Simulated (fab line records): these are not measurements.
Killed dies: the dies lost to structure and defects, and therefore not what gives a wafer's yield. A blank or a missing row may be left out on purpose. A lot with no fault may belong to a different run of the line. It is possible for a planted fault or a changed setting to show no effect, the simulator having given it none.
fab line records + flow nandHarc
record:
- lots: 6
- wafers: 18
- lastDay: 23
route steps=1159 shown P_CONTACT@249 P_M0@253 END@1159
lots that met no fault: taken from a fault-free run of the same line
startH: hours from the record's opening day to when the first of the lot's shown wafers began + waitH: time in hours since the lot's previous step + " the same as in the row above + L1.1+2: one row covering several wafers at once + - either no value or no given start + * or withheld: withheld + < > ~ a bound
route shown NAME@n: names a module that has steps shown in the file, with the first one's number in the route + usual: mean/standard deviation of fault-free wafers + same: alike in all rows + chamber/n: place in a boat + sites: per-site readings + _std_site: how widely they spread, as a standard deviation + _edge_site: mean of outer sites minus mean of inner sites + radiusMm: for every site, how far away it sits from the centre of the wafer + mask NAME#n: copy n + behind: the last tool/chamber to shape the wafer + hold: cause of the lot's hold/its duration in hours/its outcome + device: the transistor (n, p or np) that didn't switch + end of line: the route-end tests of the same wafers + a step without rows: its recipe alone + killed: at the first sort, the dies lost to defects and structure; wafer yield is something else + map: a wafer's dies, x killed, . not, _ none there
set.NAME: setting as actually run; set.NAME@STEP: the setting as run at that earlier step + model.NAME: the simulator's own value behind a step, which no gauge read
a table for each step, a row for each wafer; lots at some steps of the route
services: a tool's chamber out of use, with start hour (startH, from the record's first day; less than 0 if before it), hours out, and reason
== steps ==
step: NHARC_P_CONTACT_CMP_24
recipe:
- tOverpolishS: 30
- targetThkNm: 200
usual:
- motorCurrentA: 12.2/1.5
- overpolishRunS: 29.999/0.0092
- timeToEndpointS: 39/3.9
| lot.wafer | tool   | chamber | startH | waitH | motorCurrentA | overpolishRunS | timeToEndpointS |
|-----------|--------|---------|--------|-------|---------------|----------------|-----------------|
| L670.2    | cmp-01 | 1       | 134.94 | 0.5   | 14.8          | 30.009         | 40              |
| L670.4    | "      | 2       | "      | "     | 11.4          | 30.015         | 43              |
| L670.1    | "      | 3       | "      | "     | 14.8          | 30.003         | 42              |
| L673.4    | cmp-03 | 3       | 152.48 | 0.5   | 9.5           | 30.004         | 33              |
| L673.5    | "      | 1       | "      | "     | 12.8          | 29.988         | 36              |
| L673.6    | "      | 2       | "      | "     | 10.8          | 29.998         | 41              |
| L677.4    | cmp-01 | 0       | 175.23 | 0.4   | 12.9          | 30.003         | 37              |
| L677.3    | "      | 1       | "      | "     | 13.8          | 30.012         | 44              |
| L677.5    | "      | 1       | "      | "     | 14.0          | 29.996         | 41              |
| L679.4    | cmp-03 | 2       | 188.90 | 0.3   | 11.2          | 29.980         | 40              |
| L679.3    | "      | 3       | "      | "     | 10.8          | 30.000         | 35              |
| L679.5    | "      | 2       | "      | "     | 10.8          | 29.989         | 42              |
| L681.2    | cmp-04 | 3       | 195.33 | 0.6   | 10.1          | 29.999         | 44              |
| L681.4    | "      | 0       | "      | "     | 11.3          | 29.985         | 38              |
| L681.6    | "      | 3       | "      | "     | 10.1          | 29.992         | 44              |
| L685.2    | cmp-03 | 3       | 217.26 | 0.6   | 10.4          | 29.983         | 37              |
| L685.1    | "      | 0       | "      | "     | 13.3          | 29.998         | 42              |
| L685.4    | "      | 1       | "      | "     | 13.0          | 30.001         | 35              |
step: NHARC_P_CONTACT_SRD_26
step: NHARC_P_CONTACT_INSPECT_27
usual:
- rawDefectCount: 294/110
| lot.wafer | tool             | chamber | startH | waitH | rawDefectCount |
|-----------|------------------|---------|--------|-------|----------------|
| L670.1    | defectInspect-01 | -       | 135.31 | 0.1   | 394            |
| L670.2    | "                | -       | "      | "     | 251            |
| L670.4    | "                | -       | "      | "     | 231            |
| L673.4    | defectInspect-01 | -       | 152.83 | 0.1   | 178            |
| L673.5    | "                | -       | "      | "     | 282            |
| L673.6    | "                | -       | "      | "     | 393            |
| L677.3    | defectInspect-01 | -       | 175.64 | 0.1   | 302            |
| L677.4    | "                | -       | "      | "     | 298            |
| L677.5    | "                | -       | "      | "     | 310            |
| L679.3    | defectInspect-02 | -       | 189.30 | 0.1   | 398            |
| L679.4    | "                | -       | "      | "     | 340            |
| L679.5    | "                | -       | "      | "     | 420            |
| L681.2    | defectInspect-02 | -       | 195.73 | 0.1   | 139            |
| L681.4    | "                | -       | "      | "     | 145            |
| L681.6    | "                | -       | "      | "     | 193            |
| L685.1    | defectInspect-02 | -       | 217.66 | 0.1   | 364            |
| L685.2    | "                | -       | "      | "     | 287            |
| L685.4    | "                | -       | "      | "     | 349            |
step: NHARC_P_M0_DEP_00
recipe:
- targetThkA: 1500
- targetThkNm: 150
- tempC: withheld
- pressureTorr: 5
- flowSccm: 200
- rfW: 600
- material: SiOC
step: NHARC_P_M0_DEHYDRATE_01
recipe:
- tempC: 150
- timeS: 120
step: NHARC_P_M0_HMDS_02
recipe:
- timeS: 30
step: NHARC_P_M0_COAT_33
recipe:
- tempC: 200
- timeS: 65
step: NHARC_P_M0_COAT_03
recipe:
- spinRpm: 1500
- resistThkNm: 90
step: NHARC_P_M0_SOFTBAKE_04
recipe:
- tempC: 105
- timeS: 55
step: NHARC_P_M0_EBR_05
step: NHARC_P_M0_EXPOSE_06
recipe:
- na: 1.35
- targetCdNm: 90
- doseMj: 81.28
- maskId: P_M0
step: NHARC_P_M0_PEB_07
recipe:
- pebTempC: 100
- pebTimeS: 65
usual:
- heaterPowerTotalW: 156.6/0.42
- resistLineTempC: 23.01/0.1
| lot.wafer | tool          | chamber | startH | waitH | heaterPowerTotalW | resistLineTempC |
|-----------|---------------|---------|--------|-------|-------------------|-----------------|
| L670.1    | lithoTrack-01 | 0       | 136.14 | 0.1   | 156.3             | 23.11           |
| L670.2    | "             | 0       | "      | "     | 156.8             | 23.17           |
| L670.4    | "             | 0       | "      | "     | 156.9             | 23.09           |
| L673.4    | lithoTrack-06 | 0       | 153.66 | 0.0   | 156.2             | 23.10           |
| L673.5    | "             | 0       | "      | "     | 157.2             | 23.09           |
| L673.6    | "             | 0       | "      | "     | 157.0             | 22.86           |
| L677.3    | lithoTrack-06 | 0       | 176.46 | 0.0   | 160.9             | 23.10           |
| L677.4    | "             | 0       | "      | "     | 160.1             | 23.05           |
| L677.5    | "             | 0       | "      | "     | 160.2             | 23.09           |
| L679.3    | lithoTrack-06 | 0       | 190.12 | 0.0   | 160.1             | 23.11           |
| L679.4    | "             | 0       | "      | "     | 160.0             | 23.15           |
| L679.5    | "             | 0       | "      | "     | 160.0             | 23.06           |
| L681.2    | lithoTrack-04 | 0       | 196.69 | 0.1   | 155.9             | 23.14           |
| L681.4    | "             | 0       | "      | "     | 156.0             | 23.24           |
| L681.6    | "             | 0       | "      | "     | 156.6             | 22.77           |
| L685.1    | lithoTrack-04 | 0       | 218.35 | 0.1   | 157.2             | 23.00           |
| L685.2    | "             | 0       | "      | "     | 157.1             | 22.86           |
| L685.4    | "             | 0       | "      | "     | 156.2             | 23.02           |
step: NHARC_P_M0_DEVELOP_08
recipe:
- developTimeS: 35
- devTempC: 23
step: NHARC_P_M0_CD_MEAS_09
recipe:
- targetCdNm: 90
- landingEnergyEv: 500
usual:
- cdNm: 89.8/0.81
| lot.wafer | tool     | chamber | startH | waitH | cdNm |
|-----------|----------|---------|--------|-------|------|
| L670.1    | cdSem-01 | 0       | 136.22 | -     | 90.2 |
| L670.2    | "        | 0       | "      | "     | 89.2 |
| L670.4    | "        | 0       | "      | "     | 89.5 |
| L673.4    | cdSem-03 | 0       | 153.75 | -     | 89.9 |
| L673.5    | "        | 0       | "      | "     | 90.1 |
| L673.6    | "        | 0       | "      | "     | 88.7 |
| L677.3    | cdSem-01 | 0       | 176.54 | -     | 88.3 |
| L677.4    | "        | 0       | "      | "     | 87.6 |
| L677.5    | "        | 0       | "      | "     | 89.7 |
| L679.3    | cdSem-01 | 0       | 190.21 | -     | 88.7 |
| L679.4    | "        | 0       | "      | "     | 89.5 |
| L679.5    | "        | 0       | "      | "     | 87.7 |
| L681.2    | cdSem-03 | 0       | 196.77 | -     | 89.3 |
| L681.4    | "        | 0       | "      | "     | 90.5 |
| L681.6    | "        | 0       | "      | "     | 89.9 |
| L685.1    | cdSem-02 | 0       | 218.43 | -     | 91.0 |
| L685.2    | "        | 0       | "      | "     | 89.7 |
| L685.4    | "        | 0       | "      | "     | 90.0 |
step: NHARC_P_M0_OVL_MEAS_10
recipe:
- pitchNm: 180
usual:
- overlayXNm: 0.0/0.82
- overlayYNm: -0.1/0.99
| lot.wafer | tool       | chamber | startH | waitH | overlayXNm | overlayYNm |
|-----------|------------|---------|--------|-------|------------|------------|
| L670.1    | overlay-02 | -       | 136.30 | -     | -0.9       | 1.5        |
| L670.2    | "          | -       | "      | "     | -0.2       | 2.1        |
| L670.4    | "          | -       | "      | "     | 0.0        | 1.9        |
| L673.4    | overlay-01 | -       | 153.83 | -     | -0.8       | 0.4        |
| L673.5    | "          | -       | "      | "     | -0.6       | 0.1        |
| L673.6    | "          | -       | "      | "     | -0.8       | 0.3        |
| L677.3    | overlay-01 | -       | 176.62 | -     | -1.1       | -0.2       |
| L677.4    | "          | -       | "      | "     | -0.6       | -0.2       |
| L677.5    | "          | -       | "      | "     | -0.4       | -0.1       |
| L679.3    | overlay-01 | -       | 190.29 | -     | 0.2        | -1.1       |
| L679.4    | "          | -       | "      | "     | 0.5        | -1.8       |
| L679.5    | "          | -       | "      | "     | 0.4        | -1.5       |
| L681.2    | overlay-02 | -       | 196.85 | -     | 0.0        | -0.1       |
| L681.4    | "          | -       | "      | "     | 0.8        | 0.5        |
| L681.6    | "          | -       | "      | "     | 0.1        | 0.4        |
| L685.1    | overlay-02 | -       | 218.52 | -     | 0.4        | -0.1       |
| L685.2    | "          | -       | "      | "     | 0.3        | 0.1        |
| L685.4    | "          | -       | "      | "     | 0.2        | 0.6        |
step: NHARC_P_M0_INSPECT_11
usual:
- rawDefectCount: 4.4/2.5
| lot.wafer | tool             | chamber | startH | waitH | rawDefectCount |
|-----------|------------------|---------|--------|-------|----------------|
| L670.1    | defectInspect-01 | -       | 136.34 | 0.0   | 5              |
| L670.2    | "                | -       | "      | "     | 3              |
| L670.4    | "                | -       | "      | "     | 2              |
| L673.4    | defectInspect-01 | -       | 153.86 | 0.0   | 2              |
| L673.5    | "                | -       | "      | "     | 3              |
| L673.6    | "                | -       | "      | "     | 0              |
| L677.3    | defectInspect-01 | -       | 176.66 | 0.0   | 4              |
| L677.4    | "                | -       | "      | "     | 11             |
| L677.5    | "                | -       | "      | "     | 8              |
| L679.3    | defectInspect-02 | -       | 190.33 | 0.0   | 4              |
| L679.4    | "                | -       | "      | "     | 3              |
| L679.5    | "                | -       | "      | "     | 4              |
| L681.2    | defectInspect-02 | -       | 196.89 | 0.0   | 2              |
| L681.4    | "                | -       | "      | "     | 4              |
| L681.6    | "                | -       | "      | "     | 3              |
| L685.1    | defectInspect-02 | -       | 218.56 | 0.0   | 7              |
| L685.2    | "                | -       | "      | "     | 4              |
| L685.4    | "                | -       | "      | "     | 8              |
step: NHARC_P_M0_DESCUM_14
recipe:
- timeS: 3
- o2FlowSccm: 200
- arFlowSccm: 0
- biasPowerW: 0
- chemistry: O2
usual:
- drypumpMotorCurrentA: 5.6/0.33
- oesProductAu: 1.008/0.014
- rfVppV: 57.7/1
- showerheadPlenumPTorr: 1.90/0.09
- throttleValvePct: 11.311/0.0084
same:
- biasPowerW: 0
| lot.wafer | tool       | chamber | startH | waitH | drypumpMotorCurrentA | oesProductAu | rfHoursCounterH | rfVppV | showerheadPlenumPTorr | throttleValvePct | model.P_M0.cdNm |
|-----------|------------|---------|--------|-------|----------------------|--------------|-----------------|--------|-----------------------|------------------|-----------------|
| L670.1    | rieDiel-07 | 2       | 136.40 | 0.1   | 6.0                  | 1.015        | 5               | 58.3   | 1.82                  | 11.306           | 90.2            |
| L670.2    | "          | 0       | "      | "     | 5.2                  | 1.007        | 5               | 58.3   | 2.01                  | 11.296           | 88.72           |
| L670.4    | "          | 1       | "      | "     | 5.6                  | 1.002        | 4               | 57.1   | 1.90                  | 11.317           | 88.59           |
| L673.4    | rieDiel-06 | 2       | 153.94 | 0.1   | 6.1                  | 0.977        | 5               | 58.3   | 1.83                  | 11.306           | 89.81           |
| L673.6    | "          | 0       | "      | "     | 5.0                  | 1.023        | -               | 57.3   | 1.95                  | 11.304           | 88.71           |
| L673.5    | "          | 1       | "      | "     | 5.7                  | 0.986        | -               | 56.9   | 1.81                  | 11.314           | 90.34           |
| L677.4    | rieDiel-11 | 1       | 176.73 | 0.1   | 5.6                  | 1.012        | 9               | 58.5   | 2.06                  | 11.321           | 87.1            |
| L677.3    | "          | 3       | "      | "     | 5.8                  | 1.009        | 12              | 59.5   | 1.83                  | 11.316           | 88.48           |
| L677.5    | "          | 2       | "      | "     | 6.0                  | 1.018        | -               | 56.0   | 1.79                  | 11.315           | 89.59           |
| L679.3    | rieDiel-07 | 1       | 190.43 | 0.1   | 5.6                  | 1.019        | 7               | 58.3   | 1.90                  | 11.315           | 88.59           |
| L679.4    | "          | 3       | "      | "     | 5.9                  | 0.995        | 8               | 57.9   | 1.85                  | 11.324           | 90.72           |
| L679.5    | "          | 1       | "      | "     | 5.6                  | 1.010        | -               | 57.8   | 1.90                  | 11.309           | 87.8            |
| L681.2    | rieDiel-06 | 1       | 196.96 | 0.1   | 5.7                  | 0.986        | 10              | 57.9   | 1.81                  | 11.305           | 88.96           |
| L681.4    | "          | 2       | "      | "     | 6.1                  | 0.982        | 10              | 57.5   | 1.83                  | 11.308           | 89.92           |
| L681.6    | "          | 1       | "      | "     | 5.7                  | 0.987        | -               | 56.6   | 1.81                  | 11.324           | 89.58           |
| L685.1    | rieDiel-06 | 2       | 218.62 | 0.1   | 6.1                  | 0.976        | 11              | 57.2   | 1.83                  | 11.313           | 91.23           |
| L685.4    | "          | 0       | "      | "     | 5.0                  | 1.021        | 11              | 58.8   | 1.94                  | 11.317           | 89.99           |
| L685.2    | "          | 1       | "      | "     | 5.7                  | 0.986        | 12              | 55.9   | 1.81                  | 11.316           | 90.25           |
step: NHARC_P_M0_ETCH_34
recipe:
- targetDepthA: 400
- overetchA: 120
- timeS: 43.94
- ionEnergyEv: 200
- n2FlowSccm: 150
- h2FlowSccm: 150
- arFlowSccm: 0
- rfW: 400
- biasW: 150
- chemistry: N2/H2
usual:
- drypumpMotorCurrentA: 5.6/0.34
- h2FlowSccm: 149.9/0.41
- oesProductAu: 1.007/0.015
- rfVppV: 430.2/2.8
- showerheadPlenumPTorr: 2.03/0.099
- throttleValvePct: 14.172/0.0082
| lot.wafer | tool       | chamber | startH | waitH | drypumpMotorCurrentA | h2FlowSccm | oesProductAu | rfHoursCounterH | rfVppV | showerheadPlenumPTorr | throttleValvePct |
|-----------|------------|---------|--------|-------|----------------------|------------|--------------|-----------------|--------|-----------------------|------------------|
| L670.1    | rieDiel-07 | 2       | 136.49 | 0.1   | 6.0                  | 149.7      | 1.011        | 5               | 426.5  | 1.93                  | 14.174           |
| L670.4    | "          | 3       | "      | "     | 5.9                  | 149.6      | 0.991        | 5               | 428.0  | 1.98                  | 14.175           |
| L670.2    | "          | 0       | "      | "     | 5.2                  | 149.3      | 1.001        | 5               | 432.8  | 2.15                  | 14.170           |
| L673.4    | rieDiel-06 | 2       | 154.02 | 0.1   | 6.1                  | 149.5      | 0.972        | 5               | 429.8  | 1.95                  | 14.165           |
| L673.6    | "          | 0       | "      | "     | 5.0                  | 150.4      | 1.032        | -               | 432.2  | 2.08                  | 14.181           |
| L673.5    | "          | 1       | "      | "     | 5.7                  | 149.9      | 0.989        | -               | 426.9  | 1.93                  | 14.165           |
| L677.4    | rieDiel-11 | 1       | 176.81 | 0.1   | 5.6                  | 149.8      | 1.013        | 9               | 434.7  | 2.20                  | 14.167           |
| L677.3    | "          | 0       | "      | "     | 5.6                  | 149.7      | 1.001        | 11              | 431.1  | 2.09                  | 14.171           |
| L677.5    | "          | 2       | "      | "     | 6.1                  | 149.9      | 1.013        | -               | 427.0  | 1.90                  | 14.182           |
| L679.4    | rieDiel-07 | 3       | 190.52 | 0.1   | 5.9                  | 150.9      | 0.991        | 8               | 428.8  | 1.98                  | 14.169           |
| L679.3    | "          | 0       | "      | "     | 5.2                  | 150.3      | 1.004        | 8               | 433.5  | 2.15                  | 14.177           |
| L679.5    | "          | 1       | "      | "     | 5.6                  | 150.0      | 1.004        | -               | 432.2  | 2.03                  | 14.163           |
| L681.2    | rieDiel-06 | 0       | 197.03 | 0.1   | 5.0                  | 150.0      | 1.018        | 10              | 432.3  | 2.07                  | 14.160           |
| L681.4    | "          | 1       | "      | "     | 5.7                  | 150.5      | 0.986        | 10              | 426.2  | 1.93                  | 14.156           |
| L681.6    | "          | 0       | "      | "     | 5.0                  | 149.8      | 1.019        | -               | 432.1  | 2.07                  | 14.173           |
| L685.2    | rieDiel-06 | 3       | 218.70 | 0.1   | 5.2                  | 150.0      | 1.025        | 11              | 433.6  | 2.10                  | 14.199           |
| L685.4    | "          | 0       | "      | "     | 5.0                  | 149.8      | 1.025        | 11              | 431.3  | 2.07                  | 14.173           |
| L685.1    | "          | 2       | "      | "     | 6.1                  | 150.6      | 0.982        | 11              | 428.4  | 1.95                  | 14.169           |
step: NHARC_END_SORT_01
recipe:
- tempC: 25
usual:
- defectLimitedYield: 95.3/1.6
- killedAtArray: 27/11
- killedAtOther: 0.7/1.1
- killedAtPeriphery: 3.6/2.4
- killedDies: 32/11
- killedOpen: 3.3/1.8
- killedShort: 2.1/1.5
- sort_bin_2_pct: 1.4/0.64
- sort_bin_3_pct: 0.29/0.22
- sort_bin_4_pct: 3.0/1.1
- sortNPass: 645/11
- sortRimYieldPct: 95/3.5
- sortYieldPct: 95.3/1.6
same:
- grossDies: 677
- sort_bin_5_pct[%]: 0
- sort_bin_6_pct[%]: 0
- sort_bin_7_pct[%]: 0
- sort_bin_8_pct[%]: 0
- sortRimNGross: 106.00
| lot.wafer | tool      | chamber | startH | waitH | defectLimitedYield[%] | killedAtArray | killedAtOther | killedAtPeriphery | killedDies | killedOpen | killedShort | sort_bin_2_pct[%] | sort_bin_3_pct[%] | sort_bin_4_pct[%] | sortNPass | sortRimYieldPct[%] | sortYieldPct[%] |
|-----------|-----------|---------|--------|-------|-----------------------|---------------|---------------|-------------------|------------|------------|-------------|-------------------|-------------------|-------------------|-----------|--------------------|-----------------|
| L670.1    | prober-02 | 0       | 468.42 | 2.5   | 96.0                  | 22            | 0             | 5                 | 27         | 2          | 3           | 1.3               | 0                 | 2.7               | 650       | 90                 | 96.0            |
| L670.2    | prober-02 | 0       | 469.21 | 2.8   | 95.0                  | 33            | 0             | 1                 | 34         | 4          | 2           | 0.7               | 0.15              | 4.1               | 643       | 100                | 95.0            |
| L670.4    | prober-02 | 0       | 470.78 | 3.4   | 95.1                  | 31            | 1             | 1                 | 33         | 1          | 3           | 1.0               | 0.15              | 3.7               | 644       | 93                 | 95.1            |
| L673.4    | prober-02 | 0       | 512.34 | 3.4   | 96.6                  | 22            | 0             | 1                 | 23         | 5          | 0           | 1.2               | 0.44              | 1.8               | 654       | 93                 | 96.6            |
| L673.5    | prober-02 | 0       | 513.14 | 3.7   | 94.7                  | 33            | 0             | 3                 | 36         | 4          | 3           | 2.1               | 0.15              | 3.1               | 641       | 98                 | 94.7            |
| L673.6    | prober-02 | 0       | 513.95 | 4.0   | 96.3                  | 20            | 2             | 3                 | 25         | 6          | 0           | 1.2               | 0                 | 2.5               | 652       | 92                 | 96.3            |
| L681.2    | prober-01 | 0       | 526.32 | 2.8   | 98.2                  | 9             | 0             | 3                 | 12         | 2          | 3           | 0.6               | 0.15              | 1.0               | 665       | 100                | 98.2            |
| L681.4    | prober-01 | 0       | 527.90 | 3.4   | 98.7                  | 8             | 0             | 1                 | 9          | 2          | 0           | 0.3               | 0                 | 1.0               | 668       | 99                 | 98.7            |
| L681.6    | prober-01 | 0       | 529.48 | 3.9   | 98.1                  | 12            | 0             | 1                 | 13         | 2          | 2           | 0.4               | 0.30              | 1.2               | 664       | 99                 | 98.1            |
| L685.1    | prober-01 | 0       | 560.21 | 2.5   | 95.3                  | 27            | 0             | 5                 | 32         | 0          | 0           | 1.2               | 0.30              | 3.2               | 645       | 93                 | 95.3            |
| L685.2    | prober-01 | 0       | 561.01 | 2.8   | 95.7                  | 24            | 0             | 5                 | 29         | 3          | 1           | 1.2               | 0.15              | 3.0               | 648       | 98                 | 95.7            |
| L685.4    | prober-01 | 0       | 562.61 | 3.4   | 93.5                  | 35            | 1             | 8                 | 44         | 6          | 0           | 2.1               | 0.44              | 4.0               | 633       | 95                 | 93.5            |
killed by level:class
L670.1 A_CHANNEL_HOLE_D1:chamberFilmFlake=10 A_SLIT:chamberFilmFlake=6 P_ZERO_WELL:chamberFilmFlake=2 A_STAIRCASE:chamberFilmFlake=2 P_GATE:geometricParticle:short=1 P_GATE:geometricParticle:open=1 P_CONTACT:geometricParticle:short=1 A_WL_FILL:geometricParticle:short=1
L670.2 A_CHANNEL_HOLE_D1:chamberFilmFlake=13 A_SLIT:chamberFilmFlake=8 A_CONTACT:chamberFilmFlake=3 A_WL_FILL:geometricParticle:open=2 A_STAIRCASE:chamberFilmFlake=2 A_SOURCE_PLATE:geometricParticle:short=1 A_CHANNEL_FILL_D1:geometricParticle:open=1 A_SGD_CUT:geometricParticle:short=1
L670.4 A_SLIT:chamberFilmFlake=11 A_CHANNEL_HOLE_D1:chamberFilmFlake=10 A_STAIRCASE:chamberFilmFlake=3 A_WL_FILL:geometricParticle:short=2 A_CONTACT:chamberFilmFlake=2 A_CONTACT:geometricParticle:open=1 A_M1:geometricParticle:short=1 P_CONTACT:chamberFilmFlake=1
L673.4 A_CHANNEL_HOLE_D1:chamberFilmFlake=10 A_CONTACT:chamberFilmFlake=5 A_CONTACT:geometricParticle:open=3 A_STAIRCASE:chamberFilmFlake=3 P_BONDPAD:geometricParticle:open=1 A_CHANNEL_FILL_D1:geometricParticle:open=1
L673.5 A_CHANNEL_HOLE_D1:chamberFilmFlake=20 A_STAIRCASE:chamberFilmFlake=4 A_CONTACT:geometricParticle:open=3 A_CONTACT:chamberFilmFlake=3 P_M0:geometricParticle:short=1 P_M0:geometricParticle:open=1 A_SOURCE_PLATE:geometricParticle:short=1 A_WL_FILL:geometricParticle:short=1
L673.6 A_CHANNEL_HOLE_D1:chamberFilmFlake=12 A_STAIRCASE:chamberFilmFlake=2 A_CONTACT:chamberFilmFlake=2 THIN_TSV:chamberFilmFlake=2 P_CONTACT:geometricParticle:open=1 P_M0:geometricParticle:open=1 A_ONON_D1:geometricParticle:open=1 A_CHANNEL_FILL_D1:geometricParticle:open=1
L681.2 A_CHANNEL_HOLE_D1:chamberFilmFlake=2 A_WL_FILL:chamberFilmFlake=2 P_GATE:geometricParticle:open=1 A_ONON_D1:geometricParticle:open=1 A_ONON_D1:geometricParticle:short=1 A_SGD_CUT:geometricParticle:short=1 A_WL_FILL:geometricParticle:short=1 P_GATE:chamberFilmFlake=1
L681.4 A_CONTACT:chamberFilmFlake=3 A_CONTACT:geometricParticle:open=1 A_BLC:geometricParticle:open=1 P_GATE:chamberFilmFlake=1 A_CHANNEL_HOLE_D1:chamberFilmFlake=1 A_STAIRCASE:chamberFilmFlake=1 A_WL_FILL:chamberFilmFlake=1
L681.6 A_CONTACT:chamberFilmFlake=3 A_CHANNEL_HOLE_D1:chamberFilmFlake=3 A_CONTACT:geometricParticle:open=2 A_STAIRCASE:chamberFilmFlake=2 P_M0:geometricParticle:short=1 A_M0:geometricParticle:short=1 A_WL_FILL:chamberFilmFlake=1
L685.1 A_SLIT:chamberFilmFlake=11 A_CONTACT:chamberFilmFlake=7 P_GATE:chamberFilmFlake=4 A_CHANNEL_HOLE_D1:chamberFilmFlake=4 A_ZERO_WELL:chamberFilmFlake=3 P_STI:chamberFilmFlake=1 A_WL_FILL:chamberFilmFlake=1 A_M1:chamberFilmFlake=1
L685.2 A_SLIT:chamberFilmFlake=12 A_CONTACT:chamberFilmFlake=5 A_CHANNEL_HOLE_D1:chamberFilmFlake=4 P_GATE:chamberFilmFlake=2 P_M0:geometricParticle:short=1 P_M0:geometricParticle:open=1 A_BLC:geometricParticle:open=1 A_M0:geometricParticle:open=1
L685.4 A_SLIT:chamberFilmFlake=21 A_CONTACT:chamberFilmFlake=6 P_STI:chamberFilmFlake=4 A_CHANNEL_HOLE_D1:chamberFilmFlake=4 P_GATE:chamberFilmFlake=2 P_CONTACT:geometricParticle:open=1 P_M0:geometricParticle:open=1 A_ONON_D1:geometricParticle:open=1
== services ==
| tool          | chamber | startH | hours | kind   |
|---------------|---------|--------|-------|--------|
| rieDiel-11    | 3       | 116.55 | 3.4   | repair |
| lithoTrack-06 | -       | 117.00 | 7.0   | pm     |
| rieDiel-06    | 0       | 122.20 | -     | clean  |
| rieDiel-06    | 1       | 122.20 | -     | clean  |
| rieDiel-06    | 2       | 122.20 | -     | clean  |
| rieDiel-06    | 3       | 122.20 | -     | clean  |
| rieDiel-07    | -       | 127.27 | 1.9   | repair |
| rieDiel-11    | 1       | 138.26 | 8.3   | repair |
| lithoTrack-04 | -       | 141.00 | 7.0   | pm     |
| rieDiel-07    | 3       | 143.31 | 2.9   | repair |
| rieDiel-06    | 0       | 146.70 | -     | clean  |
| rieDiel-06    | 1       | 146.70 | -     | clean  |
| rieDiel-06    | 2       | 146.70 | -     | clean  |
| rieDiel-06    | 3       | 146.70 | -     | clean  |
| cmp-03        | -       | 156.00 | 4.0   | pm     |
| rieDiel-11    | 1       | 156.16 | 2.5   | repair |
| rieDiel-06    | 0       | 171.28 | -     | clean  |
| rieDiel-06    | 1       | 171.28 | -     | clean  |
| rieDiel-06    | 2       | 171.28 | -     | clean  |
| rieDiel-06    | 3       | 171.28 | -     | clean  |
| rieDiel-11    | 0       | 179.05 | 6.7   | repair |
| cmp-01        | -       | 179.74 | 4.0   | pm     |
| rieDiel-11    | -       | 189.50 | 9.0   | pm     |
| cmp-04        | -       | 203.00 | 4.0   | pm     |
== key ==
firstSign:
- step: NHARC_P_M0_PEB_07
- reading: heaterPowerTotalW
- direction: up
- sigmas: 8.7
- usual: *
- struck: *
effect:
- step: NHARC_P_M0_CD_MEAS_09
- reading: cdNm
- direction: down
- sigmas: 1.5
- usual: 89.8
- struck: 88.6
modelEffect:
- step: NHARC_P_M0_DESCUM_14
- value: P_M0.cdNm
- without: 90.26
- struck: 88.71
metAt NHARC_P_M0_PEB_07
struckWafers L677.3,L677.4,L677.5,L679.3,L679.4,L679.5
rowsEnd L677.3,L677.4,L677.5
onsetBetween 153.66 176.46
fault:
- kind: processParameterDrift
- tool: lithoTrack-06
- chamber: -
- onsetH: 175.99
- steps: NHARC_P_M0_PEB_07
- channel: pebTimeS
- offset: *
- shape: step
- actsIn: *
- stated: *
rowsEnd: these wafers met a further fault down the route, and their rows from its step on are left out
